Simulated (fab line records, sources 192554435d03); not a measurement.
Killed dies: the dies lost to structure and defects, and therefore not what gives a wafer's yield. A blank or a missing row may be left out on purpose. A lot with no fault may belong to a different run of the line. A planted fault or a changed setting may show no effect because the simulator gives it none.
Matching of chambers + flow n5-finfet + 4 sister chambers for N5_BEOL_M6_VIA_ETCH_34 on rie-diel-01
The step etches SiCOH lowk in C4F6/O2, target depth 126.3 nm, time 50.9 s. 8 wafers are shown with their chamber, then 7 later ones without.

== EACH WAFER AND ITS CHAMBER ==
| wafer  | chamber | showerhead-plenum-p-Torr (Torr) | drypump-motor-current-A (A) |
|--------|---------|---------------------------------|-----------------------------|
| L077.5 | 2       | 2.93                            | 5.4                         |
| L077.6 | 3       | 2.60                            | 5.2                         |
| L083.2 | 2       | 2.92                            | 5.4                         |
| L087.1 | 3       | 2.59                            | 5.1                         |
| L087.2 | 1       | 2.76                            | 6.4                         |
| L087.5 | 0       | 2.72                            | 6.2                         |
| L086.2 | 1       | 2.76                            | 6.4                         |
| L086.4 | 0       | 2.72                            | 6.2                         |

== WAFERS WITHOUT THEIR CHAMBER ==
| wafer  | showerhead-plenum-p-Torr (Torr) | drypump-motor-current-A (A) |
|--------|---------------------------------|-----------------------------|
| L086.5 | 2.76                            | 6.4                         |
| L076.3 | 2.71                            | 6.2                         |
| L076.4 | 2.59                            | 5.1                         |
| L076.6 | 2.71                            | 6.2                         |
| L090.2 | 2.76                            | 6.5                         |
| L090.4 | 2.76                            | 6.5                         |
| L090.6 | 2.59                            | 5.1                         |

== EACH ONE'S CHAMBER ==
| wafer  | from the rows above | in truth |
|--------|---------------------|----------|
| L086.5 | 1                   | 1        |
| L076.3 | 0                   | 0        |
| L076.4 | 3                   | 3        |
| L076.6 | 0                   | 0        |
| L090.2 | 1                   | 1        |
| L090.4 | 1                   | 1        |
| L090.6 | 3                   | 3        |
7 of 7 placed correctly. Number that these rows cannot place: 0. Wrongly placed: 0.
How it was worked out, from the rows above alone: a wafer's distance from a chamber is the root of the sum, over the readings, of the square of ((its reading less the chamber's mean) divided by the reading's scatter). If the next closest chamber is less than 2 further off than the closest, the wafer can't be placed; otherwise it belongs to the closest. Each chamber's mean is taken over the wafers shown for it. The scatter is the square root of a quotient: the sum, over the shown wafers, of each reading's squared deviation from its chamber's mean, divided by wafers minus chambers.
